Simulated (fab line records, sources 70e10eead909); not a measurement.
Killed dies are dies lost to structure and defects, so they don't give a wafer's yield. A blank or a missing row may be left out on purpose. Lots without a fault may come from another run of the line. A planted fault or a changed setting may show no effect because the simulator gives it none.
Chamber matching | flow nand_harc | NHARC_A_CONTACT_ETCH_88 on rie_diel-01: 4 sister chambers
The step etches the open film in CF4, target depth 39 nm, time 65 s. 4 wafers are shown with their chamber, then 6 later ones without.

WAFERS WITH THEIR CHAMBER
wafer  | chamber | showerhead_plenum_p_Torr (Torr)
L710.5 | 0       | 1.68
L710.6 | 3       | 1.69
L715.2 | 2       | 1.77
L715.3 | 1       | 1.90

WAFERS WITHOUT THEIR CHAMBER
wafer  | showerhead_plenum_p_Torr (Torr)
L715.4 | 1.69
L723.6 | 1.89
L726.1 | 1.89
L726.6 | 1.89
L725.2 | 1.68
L725.5 | 1.89

WHICH CHAMBER EACH WENT THROUGH
wafer  | from the rows above     | in truth
L715.4 | can't be placed: 3 or 0 | 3
L723.6 | 1                       | 1
L726.1 | 1                       | 1
L726.6 | 1                       | 1
L725.2 | can't be placed: 0 or 3 | 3
L725.5 | 1                       | 1
Placed correctly: 4 of 6. Can't be placed from these rows: 2 (the true chamber is among the candidates in 2). Placed wrongly: 0.
How it was worked out, from the rows above alone: a wafer's distance from a chamber is the root of the sum, over the readings, of the square of ((its reading less the chamber's mean) divided by the reading's scatter). The wafer belongs to the nearest chamber; if the next one is less than 2 further off, it can't be placed. A chamber's mean is the mean of its shown wafers. The scatter: with one shown wafer a chamber, the root of the mean of the squares of how far each hidden wafer lies from its nearest shown one.
